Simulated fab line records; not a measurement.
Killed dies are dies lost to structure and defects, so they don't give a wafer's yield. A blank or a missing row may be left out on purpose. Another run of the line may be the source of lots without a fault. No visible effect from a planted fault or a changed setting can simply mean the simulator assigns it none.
Chamber matching || flow n5Finfet || rieDiel-02 running N5_BEOL_M1_ETCH_63: 4 sister chambers
The step etches SiARC in CF4, target depth 15.6 nm, time 26 s. 39 wafers are shown with their chamber, then 12 later ones without.

## WAFERS, EACH WITH ITS CHAMBER
{"wafer": "L076.1", "chamber": 3, "drypumpMotorCurrentA (A)": 5.9, "showerheadPlenumPTorr (Torr)": 2.06, "oesProductAu (a.u.)": 0.65}
{"wafer": "L076.2", "chamber": 1, "drypumpMotorCurrentA (A)": 5.6, "showerheadPlenumPTorr (Torr)": 2.05, "oesProductAu (a.u.)": 0.65}
{"wafer": "L076.4", "chamber": 0, "drypumpMotorCurrentA (A)": 4.8, "showerheadPlenumPTorr (Torr)": 2.19, "oesProductAu (a.u.)": 0.59}
{"wafer": "L077.1", "chamber": 2, "drypumpMotorCurrentA (A)": 6.1, "showerheadPlenumPTorr (Torr)": 2.09, "oesProductAu (a.u.)": 0.74}
{"wafer": "L077.2", "chamber": 0, "drypumpMotorCurrentA (A)": 4.8, "showerheadPlenumPTorr (Torr)": 2.19, "oesProductAu (a.u.)": 0.58}
{"wafer": "L077.3", "chamber": 3, "drypumpMotorCurrentA (A)": 5.9, "showerheadPlenumPTorr (Torr)": 2.06, "oesProductAu (a.u.)": 0.64}
{"wafer": "L077.4", "chamber": 1, "drypumpMotorCurrentA (A)": 5.6, "showerheadPlenumPTorr (Torr)": 2.05, "oesProductAu (a.u.)": 0.65}
{"wafer": "L077.5", "chamber": 3, "drypumpMotorCurrentA (A)": 5.9, "showerheadPlenumPTorr (Torr)": 2.06, "oesProductAu (a.u.)": 0.64}
{"wafer": "L077.6", "chamber": 0, "drypumpMotorCurrentA (A)": 4.8, "showerheadPlenumPTorr (Torr)": 2.19, "oesProductAu (a.u.)": 0.59}
{"wafer": "L079.3", "chamber": 3, "drypumpMotorCurrentA (A)": 5.9, "showerheadPlenumPTorr (Torr)": 2.06, "oesProductAu (a.u.)": 0.64}
{"wafer": "L079.5", "chamber": 1, "drypumpMotorCurrentA (A)": 5.6, "showerheadPlenumPTorr (Torr)": 2.05, "oesProductAu (a.u.)": 0.64}
{"wafer": "L079.6", "chamber": 2, "drypumpMotorCurrentA (A)": 6.0, "showerheadPlenumPTorr (Torr)": 2.09, "oesProductAu (a.u.)": 0.74}
{"wafer": "L080.3", "chamber": 2, "drypumpMotorCurrentA (A)": 6.1, "showerheadPlenumPTorr (Torr)": 2.09, "oesProductAu (a.u.)": 0.75}
{"wafer": "L080.5", "chamber": 2, "drypumpMotorCurrentA (A)": 6.1, "showerheadPlenumPTorr (Torr)": 2.09, "oesProductAu (a.u.)": 0.74}
{"wafer": "L080.6", "chamber": 1, "drypumpMotorCurrentA (A)": 5.6, "showerheadPlenumPTorr (Torr)": 2.05, "oesProductAu (a.u.)": 0.65}
{"wafer": "L083.1", "chamber": 1, "drypumpMotorCurrentA (A)": 5.6, "showerheadPlenumPTorr (Torr)": 2.05, "oesProductAu (a.u.)": 0.64}
{"wafer": "L083.4", "chamber": 0, "drypumpMotorCurrentA (A)": 4.8, "showerheadPlenumPTorr (Torr)": 2.19, "oesProductAu (a.u.)": 0.85}
{"wafer": "L083.6", "chamber": 0, "drypumpMotorCurrentA (A)": 4.8, "showerheadPlenumPTorr (Torr)": 2.19, "oesProductAu (a.u.)": 0.85}
{"wafer": "L085.2", "chamber": 2, "drypumpMotorCurrentA (A)": 6.1, "showerheadPlenumPTorr (Torr)": 2.09, "oesProductAu (a.u.)": 0.73}
{"wafer": "L085.3", "chamber": 0, "drypumpMotorCurrentA (A)": 4.8, "showerheadPlenumPTorr (Torr)": 2.19, "oesProductAu (a.u.)": 0.84}
{"wafer": "L085.6", "chamber": 2, "drypumpMotorCurrentA (A)": 6.0, "showerheadPlenumPTorr (Torr)": 2.09, "oesProductAu (a.u.)": 0.73}
{"wafer": "L087.2", "chamber": 0, "drypumpMotorCurrentA (A)": 4.8, "showerheadPlenumPTorr (Torr)": 2.19, "oesProductAu (a.u.)": 0.84}
{"wafer": "L087.3", "chamber": 1, "drypumpMotorCurrentA (A)": 5.6, "showerheadPlenumPTorr (Torr)": 2.05, "oesProductAu (a.u.)": 0.64}
{"wafer": "L087.5", "chamber": 3, "drypumpMotorCurrentA (A)": 5.9, "showerheadPlenumPTorr (Torr)": 2.05, "oesProductAu (a.u.)": 0.62}
{"wafer": "L090.1", "chamber": 3, "drypumpMotorCurrentA (A)": 5.9, "showerheadPlenumPTorr (Torr)": 2.05, "oesProductAu (a.u.)": 0.61}
{"wafer": "L090.4", "chamber": 1, "drypumpMotorCurrentA (A)": 5.6, "showerheadPlenumPTorr (Torr)": 2.04, "oesProductAu (a.u.)": 0.63}
{"wafer": "L090.5", "chamber": 3, "drypumpMotorCurrentA (A)": 5.9, "showerheadPlenumPTorr (Torr)": 2.05, "oesProductAu (a.u.)": 0.62}
{"wafer": "L091.1", "chamber": 1, "drypumpMotorCurrentA (A)": 5.6, "showerheadPlenumPTorr (Torr)": 2.04, "oesProductAu (a.u.)": 0.63}
{"wafer": "L091.4", "chamber": 3, "drypumpMotorCurrentA (A)": 5.9, "showerheadPlenumPTorr (Torr)": 2.05, "oesProductAu (a.u.)": 0.62}
{"wafer": "L091.6", "chamber": 1, "drypumpMotorCurrentA (A)": 5.6, "showerheadPlenumPTorr (Torr)": 2.04, "oesProductAu (a.u.)": 0.63}
{"wafer": "L092.1", "chamber": 3, "drypumpMotorCurrentA (A)": 5.9, "showerheadPlenumPTorr (Torr)": 2.05, "oesProductAu (a.u.)": 0.63}
{"wafer": "L092.2", "chamber": 2, "drypumpMotorCurrentA (A)": 6.0, "showerheadPlenumPTorr (Torr)": 2.08, "oesProductAu (a.u.)": 0.71}
{"wafer": "L092.3", "chamber": 1, "drypumpMotorCurrentA (A)": 5.6, "showerheadPlenumPTorr (Torr)": 2.04, "oesProductAu (a.u.)": 0.63}
{"wafer": "L092.4", "chamber": 0, "drypumpMotorCurrentA (A)": 4.8, "showerheadPlenumPTorr (Torr)": 2.18, "oesProductAu (a.u.)": 0.81}
{"wafer": "L092.5", "chamber": 0, "drypumpMotorCurrentA (A)": 4.8, "showerheadPlenumPTorr (Torr)": 2.18, "oesProductAu (a.u.)": 0.82}
{"wafer": "L092.6", "chamber": 1, "drypumpMotorCurrentA (A)": 5.6, "showerheadPlenumPTorr (Torr)": 2.04, "oesProductAu (a.u.)": 0.63}
{"wafer": "L096.1", "chamber": 3, "drypumpMotorCurrentA (A)": 5.9, "showerheadPlenumPTorr (Torr)": 2.04, "oesProductAu (a.u.)": 0.61}
{"wafer": "L096.2", "chamber": 0, "drypumpMotorCurrentA (A)": 4.8, "showerheadPlenumPTorr (Torr)": 2.18, "oesProductAu (a.u.)": 0.79}
{"wafer": "L096.3", "chamber": 1, "drypumpMotorCurrentA (A)": 5.6, "showerheadPlenumPTorr (Torr)": 2.04, "oesProductAu (a.u.)": 0.62}

SIGNATURES (averages over the wafers above)
{"reading": "drypumpMotorCurrentA", "chamber 0": 4.800, "chamber 1": 5.600, "chamber 2": 6.057, "chamber 3": 5.900, "scatter within a chamber": 0.0221}
{"reading": "showerheadPlenumPTorr", "chamber 0": 2.1870, "chamber 1": 2.0450, "chamber 2": 2.0886, "chamber 3": 2.0530, "scatter within a chamber": 0.00536}
{"reading": "oesProductAu", "chamber 0": 0.7560, "chamber 1": 0.6367, "chamber 2": 0.7343, "chamber 3": 0.6280, "scatter within a chamber": 0.0609}
Rule: a wafer lies at a distance from a chamber equal to the root of the sum of squares, over the readings, of (its reading less the chamber's mean, divided by the reading's scatter). The wafer belongs to the nearest chamber; if the next one is less than 2 further off, it can't be placed. The scatter: the root of (the sum of the squares of (reading less its chamber's mean) over the shown wafers, divided by (wafers less chambers)).

## WAFERS WITHOUT THEIR CHAMBER
{"wafer": "L095.1", "drypumpMotorCurrentA (A)": 5.6, "showerheadPlenumPTorr (Torr)": 2.04, "oesProductAu (a.u.)": 0.63}
{"wafer": "L095.2", "drypumpMotorCurrentA (A)": 6.1, "showerheadPlenumPTorr (Torr)": 2.08, "oesProductAu (a.u.)": 0.71}
{"wafer": "L095.3", "drypumpMotorCurrentA (A)": 4.8, "showerheadPlenumPTorr (Torr)": 2.18, "oesProductAu (a.u.)": 0.80}
{"wafer": "L095.4", "drypumpMotorCurrentA (A)": 5.9, "showerheadPlenumPTorr (Torr)": 2.04, "oesProductAu (a.u.)": 0.62}
{"wafer": "L095.5", "drypumpMotorCurrentA (A)": 6.1, "showerheadPlenumPTorr (Torr)": 2.08, "oesProductAu (a.u.)": 0.71}
{"wafer": "L095.6", "drypumpMotorCurrentA (A)": 5.6, "showerheadPlenumPTorr (Torr)": 2.04, "oesProductAu (a.u.)": 0.62}
{"wafer": "L097.1", "drypumpMotorCurrentA (A)": 6.1, "showerheadPlenumPTorr (Torr)": 2.08, "oesProductAu (a.u.)": 0.70}
{"wafer": "L097.2", "drypumpMotorCurrentA (A)": 5.9, "showerheadPlenumPTorr (Torr)": 2.04, "oesProductAu (a.u.)": 0.61}
{"wafer": "L097.3", "drypumpMotorCurrentA (A)": 4.8, "showerheadPlenumPTorr (Torr)": 2.18, "oesProductAu (a.u.)": 0.79}
{"wafer": "L097.4", "drypumpMotorCurrentA (A)": 5.6, "showerheadPlenumPTorr (Torr)": 2.04, "oesProductAu (a.u.)": 0.62}
{"wafer": "L097.5", "drypumpMotorCurrentA (A)": 5.9, "showerheadPlenumPTorr (Torr)": 2.04, "oesProductAu (a.u.)": 0.61}
{"wafer": "L097.6", "drypumpMotorCurrentA (A)": 4.8, "showerheadPlenumPTorr (Torr)": 2.18, "oesProductAu (a.u.)": 0.79}

## CHAMBER TAKEN BY EACH
{"wafer": "L095.1", "from the rows above": 1, "in truth": 1}
{"wafer": "L095.2", "from the rows above": 2, "in truth": 2}
{"wafer": "L095.3", "from the rows above": 0, "in truth": 0}
{"wafer": "L095.4", "from the rows above": 3, "in truth": 3}
{"wafer": "L095.5", "from the rows above": 2, "in truth": 2}
{"wafer": "L095.6", "from the rows above": 1, "in truth": 1}
{"wafer": "L097.1", "from the rows above": 2, "in truth": 2}
{"wafer": "L097.2", "from the rows above": 3, "in truth": 3}
{"wafer": "L097.3", "from the rows above": 0, "in truth": 0}
{"wafer": "L097.4", "from the rows above": 1, "in truth": 1}
{"wafer": "L097.5", "from the rows above": 3, "in truth": 3}
{"wafer": "L097.6", "from the rows above": 0, "in truth": 0}
Correct placement for 12 of the 12. Number that these rows cannot place: 0. Placed wrongly: 0.
